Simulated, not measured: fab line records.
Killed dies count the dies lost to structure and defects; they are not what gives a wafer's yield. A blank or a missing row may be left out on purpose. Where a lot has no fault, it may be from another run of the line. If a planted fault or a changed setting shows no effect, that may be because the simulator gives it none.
fab line records | flow nand-harc
record lots=13 wafers=39 last-day=33
route steps=1302 shown A_ZERO_WELL@401 A_SOURCE_PLATE@416 A_ONON_D1@446 A_CHANNEL_HOLE_D1@463
lots that met no fault: taken from a fault-free run of the same line
start-h: hours from the record's first day to the start of the lot's first wafer shown | wait-h: time in hours since the lot's previous step | " as in the row above | L1.1+2: a single row standing in for several wafers | - no value present, or no start provided | * or withheld: withheld | < > ~ a bound
route shown NAME@n: a module of which the file shows steps, and the number in the route of the first | usual: mean/standard deviation taken from wafers without a fault | same: alike in all rows | chamber/n: place in a boat | sites: the reading at each site | _std_site: the standard deviation of these | _edge_site: the outer-site mean with the inner-site mean subtracted | radius-mm: how far each site lies from the wafer's centre | mask NAME#n: copy n | behind: the most recent tool/chamber to have shaped the wafer | hold: what put the lot on hold/how long, in hours/how the hold closed | device: the transistor (n, p or np) that didn't switch | end of line: tests run on the same wafers once the route is complete | step lacking rows: just its recipe | killed: count of dies lost to structure and defects at first sort (not the wafer's yield) | map: per-die view of a wafer (x killed, . not killed, _ where there is no die)
set.NAME: the run value of the setting; set.NAME@STEP: its run value at that earlier step | model.NAME: the simulator's own value behind a step, which no gauge read
a sample of lots followed through the steps of the route, with each step as a table and each wafer as a row
services: when a tool's chamber went out of use (start-h, in hours from the record's first day, below 0 if earlier), for how many hours, and the reason
## steps
# step NHARC_A_ZERO_WELL_CD_MEAS_10
# recipe target-cd-nm=2000 landing-energy-ev=500
# usual cd-nm=1999.7/1.7
# columns lot.wafer tool chamber start-h wait-h cd-nm
L757.1 cd-sem-01 0 139.30 - 1998.0
L757.3 " 0 " " 2001.1
L757.4 " 0 " " 2000.7
L759.2 cd-sem-01 0 166.43 - 1999.2
L759.4 " 0 " " 1999.8
L759.5 " 0 " " 1998.9
L761.4 cd-sem-02 0 175.75 - 1999.7
L761.5 " 0 " " 2000.9
L761.6 " 0 " " 2002.3
L762.1 cd-sem-03 0 189.81 - 2001.5
L762.4 " 0 " " 1999.3
L762.6 " 0 " " 1999.5
L769.1 cd-sem-02 0 256.62 - 1996.7
L769.4 " 0 " " 2000.8
L769.5 " 0 " " 1999.2
L771.1 cd-sem-01 0 288.70 - 2004.4
L771.3 " 0 " " 2003.7
L771.4 " 0 " " 2001.2
L774.1 cd-sem-02 0 312.81 - 1999.9
L774.3 " 0 " " 1998.7
L774.4 " 0 " " 1997.1
L775.1 cd-sem-02 0 322.28 - 1998.8
L775.4 " 0 " " 2000.5
L775.6 " 0 " " 2002.5
L777.3 cd-sem-02 0 338.92 - 1999.2
L777.4 " 0 " " 1998.8
L777.5 " 0 " " 1998.8
L776.2 cd-sem-02 0 339.80 - 1999.5
L776.4 " 0 " " 1997.4
L776.6 " 0 " " 1999.5
L778.2 cd-sem-03 0 359.10 - 1996.2
L778.4 " 0 " " 1995.6
L778.6 " 0 " " 1999.7
L779.1 cd-sem-01 0 365.65 - 2000.1
L779.3 " 0 " " 2002.1
L779.6 " 0 " " 2000.9
L780.1 cd-sem-01 0 378.12 - 2000.9
L780.4 " 0 " " 1999.9
L780.5 " 0 " " 2001.0
# step NHARC_A_SOURCE_PLATE_THK_MEAS_09
# recipe thk-meas-gauge=ellipsometry
# usual thk-nm=9.8/1.1
# columns lot.wafer tool chamber start-h wait-h thk-nm
L757.1 film-metro-02 - 146.51 0.4 8.8
L757.3 " - " " 9.1
L757.4 " - " " 10.7
L759.2 film-metro-01 - 174.73 0.4 9.7
L759.4 " - " " 9.7
L759.5 " - " " 10.4
L761.4 film-metro-01 - 184.60 0.4 9.6
L761.5 " - " " 7.5
L761.6 " - " " 8.9
L762.1 film-metro-01 - 201.26 0.4 10.1
L762.4 " - " " 9.9
L762.6 " - " " 9.6
L769.1 film-metro-02 - 265.46 0.4 8.8
L769.4 " - " " 10.9
L769.5 " - " " 10.4
L771.1 film-metro-02 - 298.62 0.4 9.7
L771.3 " - " " 11.0
L771.4 " - " " 8.9
L774.1 film-metro-02 - 319.05 0.4 10.5
L774.3 " - " " 9.1
L774.4 " - " " 10.7
L775.1 film-metro-01 - 331.70 0.4 6.8
L775.4 " - " " 9.5
L775.6 " - " " 10.6
L776.2 film-metro-02 - 349.68 0.4 9.4
L776.4 " - " " 8.2
L776.6 " - " " 9.7
L777.3 film-metro-01 - 349.68 0.4 9.7
L777.4 " - " " 11.6
L777.5 " - " " 9.5
L778.2 film-metro-02 - 367.54 0.4 8.5
L778.4 " - " " 9.7
L778.6 " - " " 11.4
L779.1 film-metro-01 - 375.56 0.4 10.6
L779.3 " - " " 10.2
L779.6 " - " " 9.7
L780.1 film-metro-01 - 386.94 0.4 12.6
L780.4 " - " " 8.9
L780.5 " - " " 10.8
# step NHARC_A_ONON_D1_DEP_33
# recipe target-thk-a=2000 temp-c=400 pressure-torr=6.5 rf-w=900 teos-flow-sccm=161.4 flow-sccm=2650 target-thk-nm=200 gas=O2 material=SiO2
# usual heater-power-w=561/88 mfc-precursor-sccm=161.4/0.53 throttle-valve-pct=16.5/0.69
# columns lot.wafer tool chamber start-h wait-h heater-power-w mfc-precursor-sccm throttle-valve-pct
L757.3 pecvd-01 2 172.42 0.1 434 161.9 15.4
L757.1 " 0 " " 613 161.9 16.7
L757.4 " 2 " " 454 162.0 15.2
L759.2 pecvd-02 0 200.30 0.1 669 161.1 16.3
L759.5 " 2 " " 452 161.5 17.5
L759.4 " 1 " " 605 161.0 15.9
L761.4 pecvd-02 0 210.74 0.2 680 266.4 17.2
L761.5 " 1 " " 585 160.9 15.9
L761.6 " 2 " " 420 161.0 17.6
L762.1 pecvd-02 2 226.91 0.1 530 161.7 17.7
L762.4 " 0 " " 672 267.2 17.4
L762.6 " 2 " " 521 162.5 17.6
L769.1 pecvd-02 0 292.73 0.1 631 161.2 16.6
L769.5 " 0 " " 644 161.1 16.6
L769.4 " 2 " " 575 161.1 17.3
L771.1 pecvd-02 1 324.26 0.1 571 161.4 16.0
L771.3 " 2 " " 474 161.1 17.4
L771.4 " 0 " " 682 162.0 16.6
L774.3 pecvd-02 2 347.44 0.1 575 161.0 17.6
L774.1 " 0 " " 651 160.2 16.6
L774.4 " 2 " " 577 161.2 17.3
L775.1 pecvd-01 0 358.38 0.1 674 160.7 16.6
L775.6 " 0 " " 702 160.3 16.8
L775.4 " 1 " " 413 160.9 16.2
L776.2 pecvd-02 0 377.67 0.1 591 161.8 16.8
L776.4 " 0 " " 606 160.8 16.9
L776.6 " 2 " " 504 161.3 17.3
L777.3 pecvd-02 0 378.03 0.4 652 161.2 16.7
L777.4 " 1 " " 575 161.7 16.5
L777.5 " 0 " " 678 161.2 16.6
L778.2 pecvd-02 2 394.50 0.1 557 161.4 17.3
L778.6 " 1 " " 587 161.9 16.0
L778.4 " 2 " " 556 161.3 17.5
L779.3 pecvd-04 1 401.54 0.1 449 161.4 16.5
L779.1 " 0 " " 666 161.6 15.0
L779.6 " 1 " " 477 161.0 16.4
L780.1 pecvd-04 2 413.31 0.1 553 161.8 17.4
L780.4 " 2 " " 565 161.4 17.3
L780.5 " 0 " " 745 161.8 15.3
# step NHARC_A_ONON_D1_THK_MEAS_34
# recipe thk-meas-gauge=ellipsometry
# usual thk-nm=200.5/2.5
# columns lot.wafer tool chamber start-h wait-h thk-nm
L757.1 film-metro-01 - 172.83 - 199.5
L757.3 " - " " 198.0
L757.4 " - " " 198.5
L759.2 film-metro-02 - 200.67 - 199.3
L759.4 " - " " 203.1
L759.5 " - " " 202.7
L761.4 film-metro-02 - 211.02 - 335.3
L761.5 " - " " 199.9
L761.6 " - " " 202.4
L762.1 film-metro-02 - 227.23 - 199.2
L762.4 " - " " 332.4
L762.6 " - " " 199.8
L769.1 film-metro-02 - 293.14 - 199.1
L769.4 " - " " 201.2
L769.5 " - " " 200.9
L771.1 film-metro-01 - 324.68 - 199.3
L771.3 " - " " 201.2
L771.4 " - " " 202.8
L774.1 film-metro-01 - 347.86 - 200.2
L774.3 " - " " 197.8
L774.4 " - " " 202.3
L775.1 film-metro-02 - 358.79 - 198.0
L775.4 " - " " 201.8
L775.6 " - " " 200.6
L776.2 film-metro-01 - 378.08 - 198.6
L776.4 " - " " 199.9
L776.6 " - " " 201.6
L777.3 film-metro-01 - 378.36 - 199.8
L777.4 " - " " 197.8
L777.5 " - " " 199.1
L778.2 film-metro-02 - 394.87 - 197.3
L778.4 " - " " 200.0
L778.6 " - " " 200.6
L779.1 film-metro-02 - 401.96 - 201.8
L779.3 " - " " 195.0
L779.6 " - " " 200.0
L780.1 film-metro-01 - 413.67 - 200.7
L780.4 " - " " 203.6
L780.5 " - " " 208.5
# step NHARC_A_CHANNEL_HOLE_D1_OVL_MEAS_11
# usual overlay-x-nm=0.0/0.95 overlay-y-nm=0.1/0.89
# columns lot.wafer tool chamber start-h wait-h overlay-x-nm overlay-y-nm
L757.1 overlay-02 - 175.55 - 0.1 1.2
L757.3 " - " " -0.6 1.3
L757.4 " - " " -0.4 1.6
L759.2 overlay-02 - 203.52 - -0.6 0.1
L759.4 " - " " -0.7 0.6
L759.5 " - " " -0.4 0.0
L761.4 overlay-01 - 216.60 - 0.9 -0.6
L761.5 " - " " 1.2 -1.2
L761.6 " - " " 1.1 -1.1
L762.1 overlay-02 - 229.99 - 0.6 1.0
L762.4 " - " " 1.0 1.1
L762.6 " - " " 1.4 0.6
L769.1 overlay-01 - 296.07 - 0.0 0.4
L769.4 " - " " -0.1 0.5
L769.5 " - " " 0.2 0.2
L771.1 overlay-02 - 327.56 - 0.0 0.4
L771.3 " - " " 0.4 0.5
L771.4 " - " " -0.1 0.6
L774.1 overlay-02 - 350.74 - 1.0 0.4
L774.3 " - " " 0.4 -0.4
L774.4 " - " " 0.3 0.1
L775.1 overlay-01 - 364.64 - 0.9 0.0
L775.4 " - " " 0.4 -0.6
L775.6 " - " " 1.2 -0.4
L776.2 overlay-01 - 381.99 - -0.4 0.2
L776.4 " - " " -0.9 -0.4
L776.6 " - " " -0.9 0.0
L777.3 overlay-01 - 382.54 - -1.2 1.6
L777.4 " - " " -2.0 0.9
L777.5 " - " " -1.3 1.1
L778.2 overlay-02 - 397.73 - 1.9 -0.6
L778.4 " - " " 1.4 -0.3
L778.6 " - " " 2.0 -0.5
L779.1 overlay-02 - 408.51 - 0.6 0.0
L779.3 " - " " 0.2 0.4
L779.6 " - " " 0.7 0.2
L780.1 overlay-01 - 416.47 - -0.1 -0.6
L780.4 " - " " 0.1 -1.1
L780.5 " - " " -0.5 -1.0
## services
# columns tool chamber start-h hours kind
pecvd-01 1 189.87 3.7 repair
pecvd-02 - 227.41 13.0 pm
pecvd-02 0 227.41 13.0 vent-cycle
pecvd-02 1 227.41 13.0 vent-cycle
pecvd-02 2 227.41 13.0 vent-cycle
pecvd-02 0 240.41 - clean
pecvd-02 1 240.41 - clean
pecvd-02 2 240.41 - clean
pecvd-04 - 265.02 1.7 repair
pecvd-04 - 269.09 13.0 pm
pecvd-04 0 269.09 13.0 vent-cycle
pecvd-04 1 269.09 13.0 vent-cycle
pecvd-04 2 269.09 13.0 vent-cycle
pecvd-04 0 282.09 - clean
pecvd-04 1 282.09 - clean
pecvd-01 2 285.34 10.2 repair
pecvd-01 - 308.20 0.3 repair
pecvd-01 - 311.03 13.0 pm
pecvd-01 - 362.70 0.5 repair
pecvd-04 2 375.77 12.0 repair
pecvd-02 - 408.41 13.0 pm
pecvd-02 0 408.41 13.0 vent-cycle
pecvd-02 1 408.41 13.0 vent-cycle
pecvd-02 2 408.41 13.0 vent-cycle
## key
first-sign step=NHARC_A_ONON_D1_DEP_33 reading=mfc-precursor-sccm direction=up sigmas=99+ usual=161.4 struck=266.8
effect step=NHARC_A_ONON_D1_THK_MEAS_34 reading=thk-nm direction=up sigmas=53 usual=200.5 struck=333.9
met-at NHARC_A_ONON_D1_DEP_33
struck-lots L761,L762
struck-wafers L761.4,L762.4
tester-left-out L761,L762
not-acting-at NHARC_A_ZERO_WELL_CD_MEAS_10,NHARC_A_SOURCE_PLATE_THK_MEAS_09,NHARC_A_CHANNEL_HOLE_D1_OVL_MEAS_11
onset-between 200.30 210.74
fault kind=process-parameter-drift tool=pecvd-02 chamber=0 onset-h=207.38 steps=NHARC_A_ONON_D1_DEP_33 channel=teos-flow-sccm offset=* shape=step end-h=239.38 acts-in=* stated=*
# tester-left-out: of these lots the tester's yield and bins aren't shown, on N5 and GAA mostly nor the transistor test; their killed dies are dies lost to structure and defects alone, not to doping, threshold or leakage, so they don't give the yield
